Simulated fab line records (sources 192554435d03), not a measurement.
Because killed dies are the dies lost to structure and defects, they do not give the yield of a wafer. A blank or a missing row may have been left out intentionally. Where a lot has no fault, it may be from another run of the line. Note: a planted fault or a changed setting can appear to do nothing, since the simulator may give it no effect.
Lot-split experiment -- flow n5_finfet -- 7 lots, 39 wafers read, on a route of 1938 steps

## ON THE SPLIT
At N5_BEOL_M1_ILD_DEP_00 (deposits SiOC from DEMS/O2, target thk 79 nm, time 15.3 s), the setting target_thk_a was moved away from the recipe's 790 angstrom on 15 of the 39 wafers read, by -54.4% to +53.9%. The other wafers ran this setting at the recipe's value.

Split to reading: the file shows no intervening step.

## THE READING
M1_ILD_THK at N5_BEOL_M1_THK_MEAS_01, in nm. Fault-free wafers of this fab line usually give 78.9 nm, standard deviation 0.87 nm.

wafer,"tool, chamber at the split","target_thk_a as run, angstrom",against the recipe,"M1_ILD_THK, nm",against lot-mates on the recipe
L074.1,"pecvd-02, 2",790,recipe,78.3,-
L074.4,"pecvd-02, 1,2",790,recipe,78.6,-
L074.5,"pecvd-02, 1,2",790,recipe,78.7,-
L075.1,"pecvd-03, 0",1195,+51.3%,117.9,+40.0
L075.2,"pecvd-03, 1",790,recipe,76.3,-
L075.3,"pecvd-03, 2",1195,+51.3%,118.5,+40.6
L075.4,"pecvd-03, 1",790,recipe,78.6,-
L075.5,"pecvd-03, 2",1195,+51.3%,119.6,+41.7
L075.6,"pecvd-03, 0",790,recipe,78.8,-
L079.1,"pecvd-02, 1",790,recipe,77.1,-
L079.2,"pecvd-02, 2",790,recipe,78.6,-
L079.3,"pecvd-02, 0",359.9,-54.4%,36.0,-42.1
L079.4,"pecvd-02, 1",790,recipe,78.7,-
L079.5,"pecvd-02, 0",359.9,-54.4%,37.2,-40.9
L079.6,"pecvd-02, 2",359.9,-54.4%,35.7,-42.4
L080.1,"pecvd-01, 2",790,recipe,78.1,-
L080.2,"pecvd-01, 1",433.6,-45.1%,42.7,-36.6
L080.3,"pecvd-01, 0",433.6,-45.1%,43.3,-36.0
L080.4,"pecvd-01, 2",790,recipe,79.7,-
L080.5,"pecvd-01, 0",433.6,-45.1%,43.4,-35.9
L080.6,"pecvd-01, 1",790,recipe,80.2,-
L083.1,"pecvd-01, 0",790,recipe,78.9,-
L083.2,"pecvd-01, 1",790,recipe,78.1,-
L083.3,"pecvd-01, 2",790,recipe,78.1,-
L083.4,"pecvd-01, 1",989.1,+25.2%,99.6,+21.2
L083.5,"pecvd-01, 0",989.1,+25.2%,99.3,+20.9
L083.6,"pecvd-01, 2",989.1,+25.2%,98.0,+19.6
L086.1,"pecvd-01, 2",790,recipe,78.3,-
L086.2,"pecvd-01, 1",790,recipe,79.3,-
L086.3,"pecvd-01, 0",790,recipe,79.1,-
L086.4,"pecvd-01, 0",790,recipe,80.2,-
L086.5,"pecvd-01, 1",790,recipe,81.2,-
L086.6,"pecvd-01, 2",790,recipe,81.1,-
L089.1,"pecvd-02, 0",1216,+53.9%,120.4,+41.8
L089.2,"pecvd-02, 1",1216,+53.9%,120.6,+42.0
L089.3,"pecvd-02, 2",790,recipe,77.6,-
L089.4,"pecvd-02, 0",790,recipe,79.1,-
L089.5,"pecvd-02, 2",790,recipe,79.1,-
L089.6,"pecvd-02, 1",1216,+53.9%,121.4,+42.8
If several chambers appear in one row, that row covers several wafers at once and the file leaves open which wafer was in which chamber.

THE FIT
A straight line over all 39 wafers: M1_ILD_THK changes by +0.782 nm for each +1% of target_thk_a; r = +1.00; the points scatter about the line by 0.98 nm.
The same after taking each lot's own level away (the mean of its wafers on the recipe; 39 wafers): +0.787 nm for each +1%; r = +1.00; scatter 0.87 nm.
Per that fit: largest target_thk_a move, reading shift of 43 nm.
The span of the lots' own levels, 77.90 to 79.87 nm, comes to 2.3 times the standard deviation stated above.
So the lot-to-lot level changes the slope little: the two slopes agree.
Check: for one of the wafers moved furthest among these (-54.4%), held out of the fit, the line's prediction against its lot-mates is -42.8 nm. It came out at -42.1 nm against them.

## THE WHOLE CHAIN: every reading that the file lists as answering this split, in the file's order
step,what it does,reading,change (the file's fit),r (the file's)
N5_BEOL_M1_ILD_DEP_00,"deposits SiOC from DEMS/O2, target thk 79 nm, time 15.3 s","SiOC_of_BEOL_M1_ILD_DEP_00.thk_nm (the simulator's own value, which no gauge read)",+0.788 nm for each +1% of the setting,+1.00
N5_BEOL_M1_THK_MEAS_01,,M1_ILD_THK,+0.788 for each +1% of the setting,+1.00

## THE FILE'S OWN FIT
M1_ILD_THK changes by +0.788 nm for each +1% of target_thk_a, r = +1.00.
